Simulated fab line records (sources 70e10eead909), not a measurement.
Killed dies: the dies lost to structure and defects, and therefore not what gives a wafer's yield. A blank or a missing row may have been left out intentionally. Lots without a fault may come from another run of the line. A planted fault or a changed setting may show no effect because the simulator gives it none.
A lot that was struck, set against a sound lot | flow nand_harc | 15 out of 1159 route steps
Sound: the wafers L286.1, L286.5, L286.6. Struck: wafer L291.3 (left out: L291.1, a lot-mate that was not struck); the cause follows at the end.
Order at every step that has rows: each side's tool, ch and its chambers, its first start. Under that, the readings that differ: sound wafers | struck wafers | difference of the means | sigmas: that difference in standard deviations of wafers without a fault.
alike: same words and numbers on both sides, and readings whose means sit less than 2 such deviations apart. not compared: any withheld reading, any reading some wafer has no value for, any bound like >300 that may hide the same value, and any number with overlapping values for which the record gives no deviation.
Wherever a step has rows on one side only, a row that says differs or no value, or a row with sigmas, the two part there. Numbers that have no deviation but don't overlap get no sigmas and don't part them. Lack of a reading on every wafer of one side parts them only where that side has two or more wafers.

first, 1 step without rows for these wafers: NHARC_A_CHANNEL_HOLE_D1_STRIP_43 (strips in O2/COS).
NHARC_A_CHANNEL_HOLE_D1_ETCH_44: etches the open film in CF4/O2, target depth 140 nm, overetch 14 nm, time 77 s.
  sound on rie_diel-05 ch 2,3, day 10 19:05; struck on rie_diel-06 ch 2, day 12 08:09
  reading               | sound             | struck | difference | sigmas
  oes_product_au (a.u.) | 1.013 1.014 1.017 | 0.990  | -0.025     | -2
  alike: drypump_motor_current_A, rf_vpp_V, showerhead_plenum_p_Torr, throttle_valve_pct
  not compared: rf_hours_counter_h
NHARC_A_CHANNEL_HOLE_D1_STRIP_27: strips in O2.
  sound on rie_diel-05 ch 0,1,2; struck on rie_diel-06 ch 2
  alike: drypump_motor_current_A, oes_product_au, rf_vpp_V, showerhead_plenum_p_Torr, throttle_valve_pct
  not compared: rf_hours_counter_h
then, 2 steps without rows for these wafers: NHARC_A_CHANNEL_HOLE_D1_PRECLEAN_28 (cleans in SC1); NHARC_A_CHANNEL_HOLE_D1_SRD_29.
NHARC_A_CHANNEL_HOLE_D1_CD_MEAS_30:
  struck on cd_sem-03, day 12 08:56; sound on cd_sem-03, day 10 19:53
  alike: cd_nm
NHARC_A_CHANNEL_HOLE_D1_XSEM_31:
  sound on xsem-02 ch 0, day 10 19:58; struck on xsem-01 ch 0, day 12 09:01
  reading     | sound          | struck | difference | sigmas
  bow_nm (nm) | 8.04 8.05 8.03 | 8.60   | +0.56      | +2
  alike: bot_cd_nm, tilt_deg
NHARC_A_CHANNEL_HOLE_D1_INSPECT_40:
  struck on defect_inspect-01, day 12 09:07; sound on defect_inspect-01, day 10 20:04
  alike: raw_defect_count
then, 2 steps without rows for these wafers: NHARC_A_CHANNEL_FILL_D1_PRECLEAN_00 (cleans in SC1); NHARC_A_CHANNEL_FILL_D1_SRD_01.
NHARC_A_CHANNEL_FILL_D1_ALD_02: deposits SiO2, target thk 6 nm, pulse time 10 s, ald cycles 60.
  sound on ald_hk-02 ch 0,1,2, day 10 22:50; struck on ald_hk-01 ch 2, day 12 09:19
  alike: heater_power_w, precursor_pulse_height_rel, susceptor_temp_C
  not compared: ald_cycles
then, 1 step without rows for these wafers: NHARC_A_CHANNEL_FILL_D1_ALD_03 (deposits SiNx, target thk 6 nm, pulse time 60 s, ald cycles 58).
NHARC_A_CHANNEL_FILL_D1_ALD_14: deposits SiO2, target thk 2.5 nm, pulse time 10 s, ald cycles 25.
  sound on ald_hk-01 ch 1,2,3, day 11 05:22; struck on ald_hk-01 ch 2, day 12 16:23
  reading    | sound    | struck | difference | sigmas
  ald_cycles | 25 25 25 | 28     | +3         |
  alike: heater_power_w, precursor_pulse_height_rel, susceptor_temp_C
NHARC_A_CHANNEL_FILL_D1_ALD_15: deposits SiNx, target thk 2 nm, pulse time 60 s, ald cycles 19.
  sound on ald_sin_batch-03 ch 0, day 11 08:34; struck on ald_sin_batch-02 ch 0
  reading              | sound | struck | difference                   | sigmas
  susceptor_temp_C (C) | - - - | 629.7  | no value on the sound wafers |
  alike: precursor_pulse_height_rel
  not compared: ald_cycles
NHARC_END_SORT_01:
  the record has rows for the sound wafers here (prober-01 ch 0, day 22 04:54) and none for the struck ones

## WHERE THEY PART
First at NHARC_A_CHANNEL_HOLE_D1_ETCH_44; last, within this record, at NHARC_END_SORT_01.

WHY: whatever the simulator had introduced
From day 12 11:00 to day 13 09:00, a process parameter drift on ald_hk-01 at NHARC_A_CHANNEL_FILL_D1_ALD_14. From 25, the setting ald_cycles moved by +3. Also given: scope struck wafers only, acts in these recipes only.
